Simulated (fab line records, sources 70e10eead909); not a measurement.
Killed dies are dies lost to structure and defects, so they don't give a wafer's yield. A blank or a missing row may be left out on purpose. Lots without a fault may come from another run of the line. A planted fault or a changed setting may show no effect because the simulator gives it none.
Chamber matching | flow nand_harc | NHARC_P_GATE_ALD_36 on ald_sin-01: 4 sister chambers
The step deposits SiNx, target thk 20 nm, pulse time 60 s, ald cycles 223. 8 wafers are shown with their chamber, then 8 later ones without.

WAFERS WITH THEIR CHAMBER
wafer  | chamber | heater_power_w (W) | precursor_pulse_height_rel
L082.1 | 3       | 951                | 1.023
L087.3 | 0       | 834                | 0.994
L087.2 | 1       | 871                | 0.958
L087.1 | 2       | 982                | 1.027
L087.4 | 3       | 980                | 0.986
L087.5 | 0       | 829                | 0.988
L087.6 | 1       | 910                | 0.971
L090.3 | 2       | 1003               | 1.004

WAFERS WITHOUT THEIR CHAMBER
wafer  | heater_power_w (W) | precursor_pulse_height_rel
L090.1 | 850                | 1.007
L090.5 | 986                | 1.019
L093.1 | 881                | 0.998
L093.5 | 847                | 1.003
L093.6 | 893                | 1.001
L096.1 | 974                | 0.980
L096.3 | 896                | 1.017
L096.6 | 1014               | 1.003

WHICH CHAMBER EACH WENT THROUGH
wafer  | from the rows above               | in truth
L090.1 | can't be placed: 0 or 1           | 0
L090.5 | can't be placed: 2 or 3           | 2
L093.1 | can't be placed: 1 or 0           | 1
L093.5 | 0                                 | 0
L093.6 | can't be placed: 1 or 0 or 3      | 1
L096.1 | can't be placed: 3 or 2           | 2
L096.3 | can't be placed: 1 or 3 or 0 or 2 | 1
L096.6 | can't be placed: 2 or 3           | 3
Placed correctly: 1 of 8. Can't be placed from these rows: 7 (the true chamber is among the candidates in 7). Placed wrongly: 0.
How it was worked out, from the rows above alone: a wafer's distance from a chamber is the root of the sum, over the readings, of the square of ((its reading less the chamber's mean) divided by the reading's scatter). The wafer belongs to the nearest chamber; if the next one is less than 2 further off, it can't be placed. A chamber's mean is the mean of its shown wafers. The scatter: the root of (the sum of the squares of (reading less its chamber's mean) over the shown wafers, divided by (wafers less chambers)).
